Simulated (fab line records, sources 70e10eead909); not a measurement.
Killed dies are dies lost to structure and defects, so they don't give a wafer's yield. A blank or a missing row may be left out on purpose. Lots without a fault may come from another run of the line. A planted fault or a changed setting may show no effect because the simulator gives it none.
Chamber matching | flow nand_harc | NHARC_P_ZERO_WELL_DESCUM_26 on rie_diel-03: 4 sister chambers
The step chemistry O2, time 3 s. 4 wafers are shown with their chamber, then 7 later ones without.

WAFERS WITH THEIR CHAMBER
wafer  | chamber | showerhead_plenum_p_Torr (Torr)
L080.2 | 2       | 1.78
L087.3 | 1       | 1.83
L088.2 | 3       | 1.90
L088.4 | 0       | 1.85

WAFERS WITHOUT THEIR CHAMBER
wafer  | showerhead_plenum_p_Torr (Torr)
L088.5 | 1.89
L091.1 | 1.85
L091.3 | 1.77
L091.6 | 1.83
L094.4 | 1.89
L094.5 | 1.89
L094.6 | 1.77

WHICH CHAMBER EACH WENT THROUGH
wafer  | from the rows above | in truth
L088.5 | 3                   | 3
L091.1 | 0                   | 0
L091.3 | 2                   | 2
L091.6 | 1                   | 1
L094.4 | 3                   | 3
L094.5 | 3                   | 3
L094.6 | 2                   | 2
Placed correctly: 7 of 7. Can't be placed from these rows: 0. Placed wrongly: 0.
How it was worked out, from the rows above alone: a wafer's distance from a chamber is the root of the sum, over the readings, of the square of ((its reading less the chamber's mean) divided by the reading's scatter). The wafer belongs to the nearest chamber; if the next one is less than 2 further off, it can't be placed. A chamber's mean is the mean of its shown wafers. The scatter: with one shown wafer a chamber, the root of the mean of the squares of how far each hidden wafer lies from its nearest shown one.
